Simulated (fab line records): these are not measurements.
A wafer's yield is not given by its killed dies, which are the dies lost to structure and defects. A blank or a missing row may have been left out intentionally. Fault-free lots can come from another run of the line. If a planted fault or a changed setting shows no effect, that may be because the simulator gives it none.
Chamber matching | flow n5Finfet | rieDiel-05 running N5_BEOL_M11_STRIP_67: 4 sister chambers
The step strips in CF4. 16 wafers are shown with their chamber, then 8 later ones without.

== EACH WAFER AND ITS CHAMBER ==
wafer  | chamber | showerheadPlenumPTorr (Torr) | throttleValvePct (%) | oesProductAu (a.u.)
L075.2 | 2       | 1.77                         | 13.71                | 0.71
L075.4 | 1       | 1.79                         | 13.38                | 0.74
L075.6 | 1       | 1.79                         | 13.41                | 0.74
L076.2 | 1       | 1.79                         | 13.38                | 0.74
L076.3 | 0       | 1.90                         | 13.44                | 0.87
L076.5 | 1       | 1.79                         | 13.40                | 0.74
L078.2 | 3       | 1.77                         | 13.76                | 0.68
L078.5 | 2       | 1.76                         | 13.72                | 0.70
L078.6 | 1       | 1.78                         | 13.40                | 0.73
L085.1 | 0       | 1.90                         | 13.46                | 0.85
L085.2 | 3       | 1.76                         | 13.79                | 0.67
L085.6 | 3       | 1.76                         | 13.79                | 0.67
L084.2 | 0       | 1.90                         | 13.48                | 0.85
L084.4 | 3       | 1.76                         | 13.78                | 0.67
L084.6 | 0       | 1.90                         | 13.47                | 0.85
L089.2 | 3       | 1.76                         | 13.79                | 0.67

SIGNATURES (means of the wafers above)
reading               | chamber 0 | chamber 1 | chamber 2 | chamber 3 | scatter within a chamber
showerheadPlenumPTorr | 1.9000    | 1.7880    | 1.7650    | 1.7620    | 0.00418
throttleValvePct      | 13.4625   | 13.3940   | 13.7150   | 13.7820   | 0.0139
oesProductAu          | 0.8550    | 0.7380    | 0.7050    | 0.6720    | 0.00652
Rule: a wafer's distance from a chamber is the root of the sum, over the readings, of the square of ((its reading less the chamber's mean) divided by the reading's scatter). If the next closest chamber is less than 2 further off than the closest, the wafer can't be placed; otherwise it belongs to the closest. The scatter is the square root of a quotient: the sum, over the shown wafers, of each reading's squared deviation from its chamber's mean, divided by wafers minus chambers.

== WAFERS WHOSE CHAMBER IS MISSING ==
wafer  | showerheadPlenumPTorr (Torr) | throttleValvePct (%) | oesProductAu (a.u.)
L089.3 | 1.78                         | 13.43                | 0.72
L089.5 | 1.78                         | 13.43                | 0.72
L092.1 | 1.89                         | 13.51                | 0.84
L092.2 | 1.78                         | 13.46                | 0.72
L092.3 | 1.76                         | 13.82                | 0.66
L094.1 | 1.78                         | 13.48                | 0.72
L094.5 | 1.78                         | 13.45                | 0.71
L094.6 | 1.76                         | 13.21                | 0.92

== CHAMBER TAKEN BY EACH ==
wafer  | from the rows above | in truth
L089.3 | 1                   | 1
L089.5 | 1                   | 1
L092.1 | 0                   | 0
L092.2 | 1                   | 1
L092.3 | 3                   | 3
L094.1 | 1                   | 1
L094.5 | 1                   | 1
L094.6 | 1                   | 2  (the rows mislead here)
7 of 8 placed correctly. Not placeable from these rows: 0. Placed wrongly: 1.
